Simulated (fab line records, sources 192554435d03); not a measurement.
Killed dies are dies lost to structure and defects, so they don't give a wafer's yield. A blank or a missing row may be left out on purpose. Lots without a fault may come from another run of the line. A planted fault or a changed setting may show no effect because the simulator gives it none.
Chamber matching | flow n5_finfet | N5_BEOL_M5_CURE_80 on uv_cure-01: 3 sister chambers
The step cures SiCOH lowk, time 120 s. 6 wafers are shown with their chamber, then 10 later ones without.

WAFERS WITH THEIR CHAMBER
wafer  | chamber | wafer_temp_C_max | lamp_power_pct (%)
L075.4 | 1       | 371.9            | 52.32
L075.5 | 1       | 372.2            | 52.45
L088.4 | 0       | 371.6            | 52.34
L088.5 | 0       | 372.0            | 52.32
L089.3 | 2       | 371.2            | 52.27
L089.5 | 2       | 372.0            | 52.25

WAFERS WITHOUT THEIR CHAMBER
wafer  | wafer_temp_C_max | lamp_power_pct (%)
L089.6 | 371.5            | 52.36
L093.1 | 371.5            | 52.32
L093.2 | 371.2            | 52.32
L093.4 | 371.4            | 52.27
L093.3 | 371.7            | 52.28
L093.5 | 371.9            | 52.30
L093.6 | 371.2            | 52.27
L095.2 | 370.8            | 52.35
L095.3 | 371.4            | 52.34
L095.4 | 371.9            | 52.27

WHICH CHAMBER EACH WENT THROUGH
wafer  | from the rows above          | in truth
L089.6 | can't be placed: 0 or 1 or 2 | 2
L093.1 | can't be placed: 0 or 2 or 1 | 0
L093.2 | can't be placed: 2 or 0 or 1 | 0
L093.4 | can't be placed: 2 or 0      | 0
L093.3 | can't be placed: 2 or 0 or 1 | 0
L093.5 | can't be placed: 0 or 2 or 1 | 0
L093.6 | can't be placed: 2 or 0      | 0
L095.2 | can't be placed: 0 or 2 or 1 | 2
L095.3 | can't be placed: 0 or 2 or 1 | 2
L095.4 | can't be placed: 2 or 0 or 1 | 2
Placed correctly: 0 of 10. Can't be placed from these rows: 10 (the true chamber is among the candidates in 10). Placed wrongly: 0.
How it was worked out, from the rows above alone: a wafer's distance from a chamber is the root of the sum, over the readings, of the square of ((its reading less the chamber's mean) divided by the reading's scatter). The wafer belongs to the nearest chamber; if the next one is less than 2 further off, it can't be placed. A chamber's mean is the mean of its shown wafers. The scatter: the root of (the sum of the squares of (reading less its chamber's mean) over the shown wafers, divided by (wafers less chambers)).
